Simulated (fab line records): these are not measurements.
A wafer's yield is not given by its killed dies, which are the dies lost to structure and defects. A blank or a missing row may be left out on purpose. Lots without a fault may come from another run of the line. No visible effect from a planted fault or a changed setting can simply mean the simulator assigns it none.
Chamber matching + flow n5-finfet + 4 sister chambers for N5_BEOL_M0_CUTY_ETCH_62 on rie-diel-02
The step etches SiARC in CF4, time 58.5 s. 8 wafers are shown with their chamber, then 8 later ones without.

== WAFERS, EACH WITH ITS CHAMBER ==
| wafer  | chamber | throttle-valve-pct (%) | oes-product-au (a.u.) |
|--------|---------|------------------------|-----------------------|
| L078.1 | 1       | 15.09                  | 0.71                  |
| L078.4 | 0       | 15.67                  | 0.84                  |
| L080.4 | 0       | 15.66                  | 0.83                  |
| L083.3 | 1       | 15.10                  | 0.69                  |
| L085.1 | 3       | 15.80                  | 0.60                  |
| L085.2 | 2       | 15.12                  | 0.73                  |
| L085.6 | 2       | 15.14                  | 0.75                  |
| L086.3 | 3       | 15.80                  | 0.60                  |

== WAFERS WITH NO CHAMBER GIVEN ==
| wafer  | throttle-valve-pct (%) | oes-product-au (a.u.) |
|--------|------------------------|-----------------------|
| L086.4 | 15.11                  | 0.68                  |
| L086.5 | 15.80                  | 0.60                  |
| L094.2 | 15.74                  | 0.77                  |
| L094.3 | 15.83                  | 0.58                  |
| L094.4 | 15.18                  | 0.72                  |
| L096.1 | 15.76                  | 0.75                  |
| L096.3 | 15.19                  | 0.70                  |
| L096.5 | 15.20                  | 0.70                  |

== THE CHAMBER EACH PASSED THROUGH ==
| wafer  | from the rows above     | in truth |
|--------|-------------------------|----------|
| L086.4 | 1                       | 1        |
| L086.5 | 3                       | 3        |
| L094.2 | 0                       | 0        |
| L094.3 | 3                       | 3        |
| L094.4 | 2                       | 2        |
| L096.1 | can't be placed: 0 or 3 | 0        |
| L096.3 | 2                       | 2        |
| L096.5 | 2                       | 2        |
Placed correctly: 7 of 8. Not placeable from these rows: 1 (in 1, the candidates include the true chamber). Wrongly placed: 0.
How it was worked out, from the rows above alone: a wafer's distance from a chamber is the root of the sum, over the readings, of the square of ((its reading less the chamber's mean) divided by the reading's scatter). If the next closest chamber is less than 2 further off than the closest, the wafer can't be placed; otherwise it belongs to the closest. Each chamber's mean is taken over the wafers shown for it. The scatter: the root of (the sum of the squares of (reading less its chamber's mean) over the shown wafers, divided by (wafers less chambers)).
